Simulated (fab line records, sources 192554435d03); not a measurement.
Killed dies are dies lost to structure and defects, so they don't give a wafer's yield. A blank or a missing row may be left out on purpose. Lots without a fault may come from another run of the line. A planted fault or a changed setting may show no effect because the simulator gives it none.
fab line records | flow n5_finfet
record lots=24 wafers=72 last_day=18
route steps=1938 shown BEOL_M3@1012 BEOL_M4@1062
lots that met no fault: from a run of the same line without faults
start_h: hours from the record's first day to the start of the lot's first wafer shown | wait_h: hours since the lot's step before | " the same as in the row above | L1.1+2: a row that stands for several wafers | - no value, or no start given | * or withheld: withheld | < > ~ a bound
route shown NAME@n: a module of which the file shows steps, and the number in the route of the first | usual: mean/standard deviation of fault-free wafers | same: alike in all rows | chamber/n: place in a boat | sites: the reading at each site | _std_site: their standard deviation | _edge_site: outer sites' mean less inner sites' | radius_mm: how far each site lies from the wafer's centre | mask NAME#n: copy n | behind: the tool/chamber that last shaped the wafer | hold: why the lot was held/for how many hours/how that ended | device: the transistor (n, p or np) that didn't switch | end of line: the same wafers' tests at the end of the route | a step without rows: its recipe alone | killed: dies lost to structure and defects at the first sort, not the wafer's yield | map: a wafer's dies, x killed, . not, _ none there
set.NAME: the setting as run; set.NAME@STEP: as run at that earlier step | model.NAME: the simulator's own value behind a step, which no gauge read
steps of the route over a sample of lots; a table a step, a row a wafer
services: from which hour (start_h, from the record's first day; less than 0 if before it) a tool's chamber was out of use, for how many hours, and why
## steps
# step N5_BEOL_M3_ANNEAL_51
# recipe temp_c=225 time_s=90 ambient=N2
# usual anneal_temp_c_max=225.83/0.22 wafer_temp_C_max=225.78/0.25
# columns lot.wafer tool chamber start_h wait_h anneal_temp_c_max wafer_temp_C_max
L074.3 rtp_anneal-02 0 155.00 0.3 225.78 225.65
L074.4 " 0 " " 225.81 226.40
L074.6 " 0 " " 225.89 225.92
L075.2 rtp_anneal-02 0 162.93 0.2 226.05 226.01
L075.4 " 0 " " 225.76 225.66
L075.5 " 0 " " 225.67 226.13
L076.1 rtp_anneal-01 0 166.50 0.1 225.75 225.71
L076.4 " 0 " " 225.73 225.75
L076.6 " 0 " " 225.90 225.89
L078.1 rtp_anneal-01 0 167.11 0.1 225.83 225.60
L078.4 " 0 " " 226.02 225.61
L078.6 " 0 " " 225.79 225.43
L077.1 rtp_anneal-01 0 172.00 0.1 225.96 225.38
L077.3 " 0 " " 225.72 225.65
L077.4 " 0 " " 225.98 225.55
L079.1 rtp_anneal-01 0 179.36 0.1 225.90 225.77
L079.5 " 0 " " 225.99 226.05
L079.6 " 0 " " 225.90 225.75
L080.1 rtp_anneal-01 0 207.57 0.1 225.93 225.59
L080.3 " 0 " " 225.79 225.78
L080.4 " 0 " " 225.78 225.53
L081.2 rtp_anneal-01 0 214.82 0.1 225.62 225.98
L081.3 " 0 " " 225.86 225.56
L081.4 " 0 " " 226.17 225.67
L084.3 rtp_anneal-02 0 226.79 0.1 225.53 226.03
L084.5 " 0 " " 225.43 225.99
L084.6 " 0 " " 225.14 225.79
L083.2 rtp_anneal-01 0 232.17 0.1 226.02 225.47
L083.5 " 0 " " 225.83 225.38
L083.6 " 0 " " 225.51 225.68
L087.3 rtp_anneal-02 0 235.41 0.1 225.86 226.06
L087.4 " 0 " " 225.65 225.80
L087.6 " 0 " " 226.05 225.92
L082.4 rtp_anneal-01 0 235.70 0.2 225.53 225.94
L082.5 " 0 " " 225.78 225.92
L082.6 " 0 " " 225.77 225.83
L086.4 rtp_anneal-02 0 240.40 0.2 225.93 226.01
L086.5 " 0 " " 225.89 226.00
L086.6 " 0 " " 225.79 225.86
L085.2 rtp_anneal-02 0 249.41 0.4 225.80 226.05
L085.3 " 0 " " 225.81 225.96
L085.6 " 0 " " 225.61 226.07
L088.1 rtp_anneal-02 0 252.60 0.1 225.71 225.61
L088.2 " 0 " " 225.72 225.56
L088.4 " 0 " " 225.90 226.12
L089.1 rtp_anneal-01 0 266.02 0.1 225.88 225.60
L089.4 " 0 " " 225.66 225.66
L089.6 " 0 " " 225.79 225.75
L090.1 rtp_anneal-01 0 269.14 0.1 225.72 225.75
L090.3 " 0 " " 225.94 225.65
L090.6 " 0 " " 225.66 225.60
L091.1 rtp_anneal-01 0 269.68 0.2 225.76 225.66
L091.2 " 0 " " 226.23 225.60
L091.3 " 0 " " 225.84 225.43
L092.4 rtp_anneal-01 0 271.95 1.0 225.95 225.55
L092.5 " 0 " " 226.10 225.42
L092.6 " 0 " " 226.00 225.61
L093.1 rtp_anneal-01 0 272.82 0.1 226.02 225.59
L093.2 " 0 " " 226.08 225.59
L093.4 " 0 " " 226.08 226.27
L094.2 rtp_anneal-01 0 283.92 0.1 225.58 225.64
L094.5 " 0 " " 226.21 225.37
L094.6 " 0 " " 225.68 225.77
L095.2 rtp_anneal-01 0 286.01 0.4 226.24 225.75
L095.4 " 0 " " 226.30 226.09
L095.6 " 0 " " 226.15 225.54
L096.1 rtp_anneal-01 0 289.36 0.1 225.83 225.68
L096.2 " 0 " " 225.85 225.95
L096.3 " 0 " " 225.84 225.82
L097.1 rtp_anneal-02 0 306.67 0.1 225.92 225.96
L097.2 " 0 " " 225.80 225.82
L097.5 " 0 " " 226.10 225.60
# step N5_BEOL_M3_PRE_CLEAN_60
# recipe gas=NH3/H2 time_s=15 temp_c=* rf_power_w=300
# usual heater_power_w=96/17
# columns lot.wafer tool chamber start_h wait_h heater_power_w
L074.3 cvd_co-01 2 155.55 0.1 82
L074.4 " 1 " " 103
L074.6 " 2 " " 80
L075.2 cvd_co-01 0 163.74 0.0 119
L075.4 " 1 " " 105
L075.5 " 2 " " 81
L076.1 cvd_co-02 0 167.13 0.0 91
L076.4 " 1 " " 67
L076.6 " 2 " " 99
L078.1 cvd_co-01 0 167.78 0.1 119
L078.4 " 2 " " 83
L078.6 " 1 " " 102
L077.1 cvd_co-02 1 172.64 0.0 67
L077.3 " 2 " " 96
L077.4 " 0 " " 88
L079.1 cvd_co-01 0 179.99 0.0 119
L079.5 " 0 " " 118
L079.6 " 1 " " 104
L080.1 cvd_co-02 1 208.20 0.0 67
L080.3 " 2 " " 98
L080.4 " 2 " " 98
L081.2 cvd_co-01 2 215.40 0.0 83
L081.3 " 0 " " 119
L081.4 " 0 " " 121
L084.3 cvd_co-01 2 227.52 0.0 82
L084.5 " 0 " " 122
L084.6 " 2 " " 83
L083.2 cvd_co-02 1 232.76 0.0 69
L083.5 " 0 " " 92
L083.6 " 1 " " 69
L087.3 cvd_co-01 0 235.97 0.1 118
L087.4 " 2 " " 83
L087.6 " 0 " " 122
L082.4 cvd_co-01 0 236.21 0.1 123
L082.5 " 0 " " 120
L082.6 " 2 " " 83
L086.4 cvd_co-01 2 240.97 0.1 83
L086.5 " 0 " " 120
L086.6 " 1 " " 103
L085.2 cvd_co-01 1 250.01 0.0 103
L085.3 " 2 " " 83
L085.6 " 2 " " 82
L088.1 cvd_co-01 2 253.25 0.0 85
L088.2 " 0 " " 120
L088.4 " 0 " " 125
L089.1 cvd_co-02 1 266.68 0.1 69
L089.4 " 0 " " 90
L089.6 " 1 " " 69
L090.1 cvd_co-02 2 269.77 0.0 98
L090.3 " 1 " " 69
L090.6 " 0 " " 91
L091.1 cvd_co-01 2 270.41 0.1 82
L091.2 " 1 " " 101
L091.3 " 0 " " 119
L092.4 cvd_co-02 1 272.47 0.1 68
L092.5 " 2 " " 102
L092.6 " 0 " " 90
L093.1 cvd_co-02 2 273.60 0.0 99
L093.2 " 1 " " 67
L093.4 " 2 " " 99
L094.2 cvd_co-02 2 284.52 0.0 102
L094.5 " 2 " " 100
L094.6 " 1 " " 70
L095.2 cvd_co-01 1 286.62 0.0 103
L095.4 " 0 " " 119
L095.6 " 2 " " 85
L096.1 cvd_co-01 2 289.99 0.0 86
L096.2 " 0 " " 118
L096.3 " 1 " " 104
L097.1 cvd_co-01 1 307.30 0.0 101
L097.2 " 2 " " 84
L097.5 " 2 " " 84
# step N5_BEOL_M3_CO_CAP_55
# recipe material=Co target_thk_a=20 temp_c=200 precursor=CCTBA/H2 pressure_torr=30 time_s=102.1
# usual chamber_pressure_Torr=30.01/0.069 heater_power_w=250/21
# columns lot.wafer tool chamber start_h wait_h chamber_pressure_Torr heater_power_w
L074.3 cvd_co-01 2 155.59 0.0 29.92 231
L074.4 " 1 " " 30.06 262
L074.6 " 2 " " 29.87 232
L075.2 cvd_co-01 0 163.78 0.0 29.97 276
L075.4 " 1 " " 29.96 257
L075.5 " 2 " " 30.11 235
L076.1 cvd_co-02 0 167.17 0.0 30.01 243
L076.4 " 1 " " 30.04 218
L076.6 " 2 " " 29.93 250
L078.1 cvd_co-01 0 167.82 0.0 30.03 281
L078.4 " 2 " " 30.02 228
L078.6 " 1 " " 30.07 261
L077.1 cvd_co-02 1 172.68 0.0 29.94 214
L077.3 " 2 " " 30.02 246
L077.4 " 0 " " 29.98 246
L079.1 cvd_co-01 0 180.03 0.0 30.12 279
L079.5 " 0 " " 29.96 278
L079.6 " 1 " " 29.93 256
L080.1 cvd_co-02 1 208.24 0.0 30.11 214
L080.3 " 2 " " 30.11 254
L080.4 " 2 " " 29.94 252
L081.2 cvd_co-01 2 215.44 0.0 30.02 235
L081.3 " 0 " " 29.97 273
L081.4 " 0 " " 29.99 284
L084.3 cvd_co-01 2 227.56 0.0 29.92 233
L084.5 " 0 " " 29.93 279
L084.6 " 2 " " 29.97 235
L083.2 cvd_co-02 1 232.80 0.0 30.06 222
L083.5 " 0 " " 29.96 247
L083.6 " 1 " " 30.07 219
L087.3 cvd_co-01 0 236.05 0.1 29.89 290
L087.4 " 2 " " 30.02 233
L087.6 " 0 " " 30.00 275
L082.4 cvd_co-01 0 236.29 0.1 29.97 279
L082.5 " 0 " " 30.04 277
L082.6 " 2 " " 30.05 239
L086.4 cvd_co-01 2 241.03 0.0 30.04 234
L086.5 " 0 " " 29.96 276
L086.6 " 1 " " 30.00 260
L085.2 cvd_co-01 1 250.05 0.0 30.07 258
L085.3 " 2 " " 29.89 234
L085.6 " 2 " " 30.08 237
L088.1 cvd_co-01 2 253.29 0.0 30.13 236
L088.2 " 0 " " 30.00 279
L088.4 " 0 " " 30.01 280
L089.1 cvd_co-02 1 266.72 0.0 29.97 217
L089.4 " 0 " " 30.05 246
L089.6 " 1 " " 30.01 214
L090.1 cvd_co-02 2 269.81 0.0 30.09 247
L090.3 " 1 " " 29.95 215
L090.6 " 0 " " 29.99 236
L091.1 cvd_co-01 2 270.45 0.0 30.00 230
L091.2 " 1 " " 30.00 261
L091.3 " 0 " " 29.91 278
L092.4 cvd_co-02 1 272.53 0.0 30.01 215
L092.5 " 2 " " 30.03 253
L092.6 " 0 " " 30.06 240
L093.1 cvd_co-02 2 273.64 0.0 29.89 255
L093.2 " 1 " " 29.96 211
L093.4 " 2 " " 30.05 251
L094.2 cvd_co-02 2 284.56 0.0 30.02 257
L094.5 " 2 " " 29.85 257
L094.6 " 1 " " 29.99 214
L095.2 cvd_co-01 1 286.66 0.0 30.01 253
L095.4 " 0 " " 29.98 284
L095.6 " 2 " " 30.06 238
L096.1 cvd_co-01 2 290.03 0.0 30.02 233
L096.2 " 0 " " 30.07 278
L096.3 " 1 " " 30.11 264
L097.1 cvd_co-01 1 307.34 0.0 29.93 258
L097.2 " 2 " " 30.03 237
L097.5 " 2 " " 30.12 237
# step N5_BEOL_M4_ALD_98
# recipe material=SiO2 target_thk_a=25 temp_c=100 ald_precursor_family=BDEAS ald_co_reactant=O2-plasma pulse_time_s=1 co_reactant_pulse_time_s=1 purge_time_s=2 co_reactant_purge_time_s=2 ald_cycles=17 pressure_torr=2
# usual chamber_pressure_Torr=2.000/0.0041 heater_power_w=78/8.1 precursor_pulse_height_rel=0.999/0.019
# columns lot.wafer tool chamber start_h wait_h chamber_pressure_Torr heater_power_w precursor_pulse_height_rel
L074.3 ald_sin-03 1 159.44 0.1 1.999 77 1.011
L074.4 " 2 " " 2.002 83 1.007
L074.6 " 0 " " 2.008 75 0.982
L075.2 ald_sin-01 1 166.31 0.3 2.003 78 0.992
L075.4 " 2 " " 1.993 73 0.982
L075.5 " 2 " " 2.001 74 0.987
L076.1 ald_sin-03 0 171.71 0.1 2.004 78 0.978
L076.4 " 2 " " 2.000 80 1.018
L076.6 " 0 " " 2.002 77 1.020
L078.1 ald_sin-02 3 172.42 0.1 1.993 85 1.022
L078.4 " 2 " " 1.999 78 1.022
L078.6 " 0 " " 1.997 89 0.995
L077.1 ald_sin-01 0 174.85 0.1 1.993 62 0.998
L077.3 " 3 " " 1.998 88 0.980
L077.4 " 1 " " 1.990 79 1.018
L079.1 ald_sin-02 3 183.40 0.6 2.000 86 1.008
L079.5 " 0 " " 2.001 87 0.938
L079.6 " 1 " " 2.000 85 1.034
L080.1 ald_sin-03 1 211.18 0.4 1.997 78 0.967
L080.3 " 2 " " 1.996 82 0.980
L080.4 " 3 " " 2.014 82 0.993
L081.2 ald_sin-01 3 217.84 0.1 2.003 91 1.001
L081.3 " 0 " " 1.998 60 0.972
L081.4 " 2 " " 1.997 73 0.964
L084.3 ald_sin-01 1 230.03 0.1 2.000 77 0.998
L084.5 " 1 " " 2.001 76 1.010
L084.6 " 0 " " 1.999 59 1.024
L083.2 ald_sin-03 2 238.28 0.1 1.991 83 0.991
L083.5 " 1 " " 1.997 78 0.998
L083.6 " 0 " " 2.003 75 0.986
L087.3 ald_sin-03 2 239.16 0.1 2.002 83 1.004
L087.4 " 3 " " 1.998 80 1.006
L087.6 " 1 " " 2.002 76 0.999
L082.4 ald_sin-03 2 239.46 0.1 1.999 81 1.026
L082.5 " 2 " " 1.998 82 0.991
L082.6 " 1 " " 1.998 78 1.025
L086.4 ald_sin-01 3 245.06 0.0 2.011 92 0.975
L086.5 " 1 " " 2.002 75 0.983
L086.6 " 2 " " 1.998 75 1.040
L085.2 ald_sin-02 0 252.54 0.1 2.000 90 1.009
L085.3 " 2 " " 2.004 77 1.025
L085.6 " 2 " " 1.997 77 0.989
L088.1 ald_sin-02 2 257.62 0.1 2.004 78 1.000
L088.2 " 1 " " 2.003 85 1.041
L088.4 " 2 " " 2.001 77 1.012
L089.1 ald_sin-02 2 268.98 0.1 2.003 79 0.969
L089.4 " 1 " " 1.998 86 1.016
L089.6 " 3 " " 2.004 83 1.022
L090.1 ald_sin-03 0 272.22 0.2 2.000 73 0.975
L090.3 " 1 " " 2.001 77 1.012
L090.6 " 2 " " 1.999 83 1.004
L091.1 ald_sin-01 2 274.90 0.6 1.996 73 1.011
L091.2 " 0 " " 2.005 60 0.981
L091.3 " 1 " " 2.004 76 1.004
L092.4 ald_sin-01 2 275.22 0.1 1.999 72 0.999
L092.5 " 2 " " 1.999 74 0.993
L092.6 " 3 " " 1.999 90 0.993
L093.1 ald_sin-02 0 276.25 0.1 1.994 89 0.977
L093.2 " 3 " " 2.001 83 1.000
L093.4 " 1 " " 1.998 85 0.998
L094.2 ald_sin-01 0 287.99 0.1 2.007 59 1.025
L094.5 " 2 " " 1.994 75 1.010
L094.6 " 1 " " 2.003 79 0.977
L095.2 ald_sin-01 2 289.00 0.1 2.002 74 0.982
L095.4 " 1 " " 1.997 75 0.979
L095.6 " 3 " " 1.992 91 1.014
L096.1 ald_sin-01 2 295.14 0.1 1.998 75 0.969
L096.2 " 0 " " 1.998 59 1.007
L096.3 " 1 " " 1.995 77 1.028
L097.1 ald_sin-03 0 310.88 0.1 2.000 76 0.972
L097.2 " 3 " " 2.006 83 0.984
L097.5 " 3 " " 2.005 82 1.002
# step N5_BEOL_M4_ETCH_70
# recipe chemistry=N2/H2 target=SOC target_depth_a=800 overetch_a=240 mask_material=SiARC temp_c=40 time_s=130 ion_energy_ev=200 pressure_mtorr=30 source_w=840 bias_w=150 n2_flow_sccm=200 h2_flow_sccm=200
# usual drypump_motor_current_A=5.5/0.44 oes_product_au=0.59/0.066 rf_vpp_V=524/3.7 showerhead_plenum_p_Torr=2.54/0.13 throttle_valve_pct=17.88/0.22
# columns lot.wafer tool chamber start_h wait_h drypump_motor_current_A oes_product_au rf_hours_counter_h rf_vpp_V showerhead_plenum_p_Torr throttle_valve_pct
L074.3 rie_diel-06 3 163.03 0.0 6.3 0.67 28 523 2.49 17.53
L074.4 " 0 " " 5.6 0.62 - 528 2.68 17.70
L074.6 " 2 " " 5.9 0.51 - 522 2.53 18.09
L075.2 rie_diel-06 3 166.49 0.0 6.3 0.66 29 521 2.49 17.57
L075.4 " 0 " " 5.6 0.62 - 529 2.68 17.70
L075.5 " 2 " " 5.9 0.52 - 523 2.53 18.08
L076.1 rie_diel-01 3 171.96 0.0 5.5 0.69 4 527 2.60 17.72
L076.4 " 0 " " 5.0 0.52 225 520 2.41 17.91
L076.6 " 3 " " 5.6 0.69 - 525 2.61 17.70
L078.1 rie_diel-06 3 172.64 0.0 6.3 0.66 31 524 2.49 17.53
L078.4 " 2 " " 5.9 0.52 207 523 2.53 18.09
L078.6 " 2 " " 5.9 0.51 - 523 2.53 18.10
L077.1 rie_diel-02 1 180.89 0.0 5.4 0.59 94 527 2.68 18.11
L077.3 " 3 " " 5.7 0.54 - 523 2.52 17.68
L077.4 " 1 " " 5.4 0.59 - 527 2.68 18.11
L079.1 rie_diel-01 2 200.58 0.0 4.9 0.54 187 517 2.33 18.07
L079.5 " 2 " " 4.9 0.54 - 517 2.33 18.06
L079.6 " 3 " " 5.6 0.67 - 527 2.60 17.71
L080.1 rie_diel-02 0 214.95 0.0 5.9 0.57 134 527 2.66 18.03
L080.3 " 1 " " 5.4 0.58 107 527 2.68 18.12
L080.4 " 2 " " 5.4 0.50 240 523 2.50 18.02
L081.2 rie_diel-02 3 218.80 0.0 5.7 0.54 209 523 2.52 17.71
L081.3 " 0 " " 5.9 0.58 135 527 2.65 18.03
L081.4 " 1 " " 5.4 0.59 109 528 2.68 18.14
L084.3 rie_diel-06 3 236.66 0.0 6.3 0.64 55 522 2.48 17.60
L084.5 " 3 " " 6.3 0.64 - 522 2.48 17.57
L084.6 " 2 " " 5.9 0.50 - 523 2.52 18.13
L083.2 rie_diel-01 2 241.89 0.0 4.9 0.53 201 517 2.32 18.09
L083.5 " 2 " " 4.9 0.53 - 517 2.32 18.09
L083.6 " 3 " " 5.6 0.65 - 527 2.59 17.73
L087.3 rie_diel-06 3 241.93 0.0 6.3 0.64 56 522 2.48 17.59
L087.4 " 0 " " 5.6 0.59 94 527 2.67 17.76
L087.6 " 3 " " 6.3 0.64 - 520 2.48 17.58
L082.4 rie_diel-02 0 242.18 0.0 5.9 0.56 - 528 2.65 18.04
L082.5 " 3 " " 5.7 0.53 - 522 2.51 17.72
L082.6 " 1 " " 5.4 0.58 - 527 2.67 18.16
L086.4 rie_diel-06 1 246.80 0.0 6.3 0.67 27 529 2.70 17.92
L086.5 " 0 " " 5.6 0.60 - 528 2.67 17.74
L086.6 " 3 " " 6.3 0.63 - 523 2.47 17.59
L085.2 rie_diel-01 1 257.53 0.0 5.3 0.56 159 520 2.44 18.09
L085.3 " 0 " " 5.0 0.75 0 528 2.72 17.53
L085.6 " 3 " " 5.6 0.64 - 525 2.59 17.77
L088.1 rie_diel-02 0 261.22 0.0 5.9 0.57 151 527 2.65 18.05
L088.2 " 1 " " 5.4 0.57 126 528 2.67 18.15
L088.4 " 3 " " 5.7 0.53 225 523 2.51 17.72
L090.1 rie_diel-01 1 278.36 0.0 5.3 0.55 166 521 2.43 18.09
L090.3 " 3 " " 5.6 0.63 43 526 2.59 17.76
L090.6 " 1 " " 5.3 0.55 - 522 2.43 18.12
L089.1 rie_diel-01 3 278.74 0.0 5.6 0.62 43 525 2.59 17.78
L089.4 " 1 " " 5.3 0.56 167 521 2.43 18.11
L089.6 " 3 " " 5.6 0.63 - 525 2.59 17.76
L091.1 rie_diel-06 2 279.25 0.0 5.9 0.50 242 521 2.51 18.14
L091.2 " 3 " " 6.3 0.62 69 523 2.47 17.63
L091.3 " 0 " " 5.6 0.58 104 528 2.67 17.76
L092.4 rie_diel-01 2 281.94 0.0 4.9 0.52 217 517 2.31 18.10
L092.5 " 0 " " 5.0 0.71 - 529 2.72 17.54
L092.6 " 3 " " 5.6 0.62 - 526 2.59 17.77
L093.1 rie_diel-01 2 283.52 0.0 4.9 0.53 218 517 2.31 18.12
L093.2 " 3 " " 5.6 0.62 45 526 2.59 17.78
L093.4 " 1 " " 5.3 0.56 168 521 2.43 18.10
L095.2 rie_diel-01 0 292.78 0.0 5.0 0.69 13 528 2.72 17.54
L095.4 " 3 " " 5.6 0.63 48 525 2.59 17.76
L095.6 " 1 " " 5.3 0.55 - 521 2.43 18.10
L094.2 rie_diel-01 3 293.50 0.0 5.6 0.62 49 525 2.59 17.78
L094.5 " 0 " " 5.0 0.70 - 529 2.72 17.54
L094.6 " 3 " " 5.6 0.63 - 523 2.59 17.78
L096.1 rie_diel-01 3 296.14 0.0 5.6 0.63 49 524 2.59 17.77
L096.2 " 2 " " 4.9 0.52 221 517 2.31 18.12
L096.3 " 1 " " 5.3 0.56 172 520 2.43 18.11
L097.1 rie_diel-01 3 318.22 0.0 5.6 0.62 56 527 2.58 17.79
L097.2 " 0 " " 5.0 0.69 21 526 2.71 17.55
L097.5 " 1 " " 5.3 0.55 - 521 2.43 18.13
# step N5_BEOL_M4_STRIP_97
# recipe chemistry=N2/H2 time_s=10 power_w=450 temp_c=40 pressure_mtorr=20 rf_frequency_hz=6e+07 bias_power_w=7 n2_flow_sccm=200 h2_flow_sccm=200
# usual bias_power_w=6.999/0.02 drypump_motor_current_A=5.5/0.44 oes_product_au=0.81/0.094 rf_vpp_V=59.2/0.86 showerhead_plenum_p_Torr=2.54/0.13 throttle_valve_pct=23.73/0.23
# columns lot.wafer tool chamber start_h wait_h bias_power_w drypump_motor_current_A oes_product_au rf_hours_counter_h rf_vpp_V showerhead_plenum_p_Torr throttle_valve_pct
L074.3 rie_diel-06 3 - - 7.008 6.3 0.92 28 59.8 2.48 23.38
L074.4 " 0 " " 6.983 5.6 0.84 - 60.3 2.68 23.52
L074.6 " 2 " " 7.017 5.9 0.69 - 60.2 2.52 24.00
L075.2 rie_diel-06 3 - - 6.963 6.3 0.91 29 59.1 2.48 23.39
L075.4 " 0 " " 6.981 5.6 0.84 - 59.9 2.68 23.53
L075.5 " 2 " " 6.994 5.9 0.70 - 59.7 2.52 23.99
L076.1 rie_diel-01 3 - - 6.999 5.6 0.95 4 60.4 2.60 23.59
L076.4 " 0 " " 7.025 5.0 0.69 225 58.8 2.41 23.71
L076.6 " 3 " " 6.981 5.6 0.94 - 59.4 2.60 23.60
L078.1 rie_diel-06 3 - - 6.998 6.3 0.90 31 59.2 2.48 23.37
L078.4 " 2 " " 6.997 5.9 0.69 207 60.6 2.52 23.99
L078.6 " 2 " " 7.013 5.9 0.70 - 58.8 2.52 23.98
L077.1 rie_diel-02 1 - - 6.976 5.4 0.80 94 58.7 2.68 23.95
L077.3 " 3 " " 6.968 5.7 0.74 - 59.3 2.52 23.48
L077.4 " 1 " " 6.956 5.4 0.81 - 58.2 2.68 23.96
L079.1 rie_diel-01 2 - - 7.013 4.9 0.72 187 59.1 2.32 23.95
L079.5 " 2 " " 7.025 4.9 0.72 - 57.7 2.32 23.95
L079.6 " 3 " " 6.996 5.6 0.91 - 61.1 2.60 23.60
L080.1 rie_diel-02 0 - - 6.968 5.9 0.79 134 57.9 2.65 23.81
L080.3 " 1 " " 6.988 5.4 0.80 107 60.6 2.67 23.99
L080.4 " 2 " " 6.999 5.4 0.69 240 58.1 2.50 23.84
L081.2 rie_diel-02 3 - - 6.992 5.7 0.73 209 58.2 2.51 23.49
L081.3 " 0 " " 6.973 5.9 0.77 135 59.5 2.65 23.81
L081.4 " 1 " " 7.006 5.4 0.78 109 60.1 2.67 23.99
L084.3 rie_diel-06 3 - - 6.989 6.3 0.88 55 59.3 2.47 23.42
L084.5 " 3 " " 7.009 6.3 0.88 - 58.5 2.47 23.40
L084.6 " 2 " " 7.009 5.9 0.68 - 58.5 2.51 24.00
L083.2 rie_diel-01 2 - - 6.976 4.9 0.72 201 58.0 2.31 23.98
L083.5 " 2 " " 6.994 4.9 0.71 - 59.0 2.31 23.97
L083.6 " 3 " " 7.022 5.6 0.88 - 58.3 2.59 23.62
L087.3 rie_diel-06 3 - - 6.983 6.3 0.86 56 59.4 2.47 23.41
L087.4 " 0 " " 6.984 5.6 0.80 94 58.6 2.67 23.57
L087.6 " 3 " " 6.988 6.3 0.87 - 59.1 2.47 23.43
L082.4 rie_diel-02 0 - - 6.997 5.9 0.78 - 58.9 2.65 23.83
L082.5 " 3 " " 6.991 5.8 0.73 - 59.4 2.51 23.52
L082.6 " 1 " " 7.017 5.4 0.79 - 60.2 2.67 24.02
L086.4 rie_diel-06 1 - - 6.993 6.3 0.90 27 60.0 2.70 23.86
L086.5 " 0 " " 6.970 5.7 0.80 - 59.5 2.67 23.57
L086.6 " 3 " " 7.016 6.3 0.87 - 60.6 2.47 23.41
L085.2 rie_diel-01 1 - - 7.025 5.3 0.76 159 57.8 2.43 23.97
L085.3 " 0 " " 6.990 5.0 1.02 0 59.3 2.72 23.36
L085.6 " 3 " " 7.028 5.6 0.87 - 60.1 2.59 23.64
L088.1 rie_diel-02 0 - - 7.011 5.9 0.77 151 58.9 2.64 23.85
L088.2 " 1 " " 6.979 5.4 0.78 126 59.6 2.67 24.01
L088.4 " 3 " " 6.982 5.7 0.72 225 59.0 2.51 23.53
L090.1 rie_diel-01 1 - - 6.983 5.3 0.75 166 59.9 2.43 23.97
L090.3 " 3 " " 7.021 5.6 0.86 43 60.2 2.58 23.63
L090.6 " 1 " " 6.963 5.3 0.75 - 59.7 2.43 23.97
L089.1 rie_diel-01 3 - - 7.002 5.6 0.86 43 59.5 2.58 23.66
L089.4 " 1 " " 6.993 5.3 0.75 167 57.7 2.43 23.96
L089.6 " 3 " " 7.004 5.6 0.85 - 60.0 2.58 23.65
L091.1 rie_diel-06 2 - - 6.981 5.9 0.67 242 59.5 2.51 24.03
L091.2 " 3 " " 6.998 6.3 0.86 69 58.5 2.47 23.43
L091.3 " 0 " " 7.026 5.6 0.79 104 59.4 2.66 23.57
L092.4 rie_diel-01 2 - - 7.029 4.9 0.70 217 59.9 2.31 23.99
L092.5 " 0 " " 7.002 5.0 0.96 - 59.5 2.71 23.39
L092.6 " 3 " " 7.001 5.6 0.86 - 58.2 2.58 23.64
L093.1 rie_diel-01 2 - - 7.018 4.9 0.70 218 57.5 2.31 23.99
L093.2 " 3 " " 6.969 5.6 0.85 45 59.5 2.58 23.65
L093.4 " 1 " " 7.029 5.3 0.74 168 60.1 2.43 23.98
L095.2 rie_diel-01 0 - - 7.020 5.0 0.96 13 60.3 2.71 23.39
L095.4 " 3 " " 6.964 5.6 0.85 48 57.5 2.58 23.65
L095.6 " 1 " " 7.022 5.3 0.74 - 59.2 2.43 23.95
L094.2 rie_diel-01 3 - - 7.010 5.6 0.85 49 59.9 2.58 23.64
L094.5 " 0 " " 6.997 5.0 0.95 - 59.5 2.71 23.39
L094.6 " 3 " " 7.004 5.6 0.84 - 59.8 2.58 23.64
L096.1 rie_diel-01 3 - - 7.010 5.6 0.85 49 60.2 2.58 23.66
L096.2 " 2 " " 6.977 4.9 0.70 221 57.8 2.31 23.99
L096.3 " 1 " " 7.030 5.3 0.75 172 59.3 2.43 24.00
L097.1 rie_diel-01 3 - - 7.013 5.6 0.84 56 57.1 2.58 23.66
L097.2 " 0 " " 7.042 5.0 0.94 21 58.8 2.71 23.40
L097.5 " 1 " " 6.967 5.3 0.74 - 59.1 2.43 23.99
## services
# columns tool chamber start_h hours kind
ald_sin-01 1 145.65 7.3 repair
rie_diel-06 1 152.17 - clean
rie_diel-02 2 170.33 32.7 repair
ald_sin-01 - 178.16 14.0 pm
cvd_co-01 - 178.50 1.1 repair
rtp_anneal-01 - 190.25 1.0 pm
rie_diel-01 1 192.44 4.1 repair
ald_sin-02 - 194.93 14.6 pm
cvd_co-01 - 233.89 1.6 repair
cvd_co-01 1 235.94 3.0 repair
rie_diel-01 0 237.25 - clean
rie_diel-01 0 237.25 - consumable_replace:focus_ring
rie_diel-01 0 237.25 - consumable_replace:showerhead
cvd_co-02 - 239.66 6.9 pm
rie_diel-06 0 243.05 2.5 repair
ald_sin-02 - 248.50 2.8 pm
ald_sin-02 3 255.52 6.9 repair
rie_diel-02 0 263.26 1.9 repair
ald_sin-03 3 265.78 6.5 repair
rtp_anneal-02 - 269.26 3.4 pm
ald_sin-02 2 277.39 4.2 repair
rie_diel-06 1 298.54 10.2 repair
cvd_co-01 0 312.28 8.3 repair
ald_sin-03 2 317.32 12.5 repair
## key
fault none
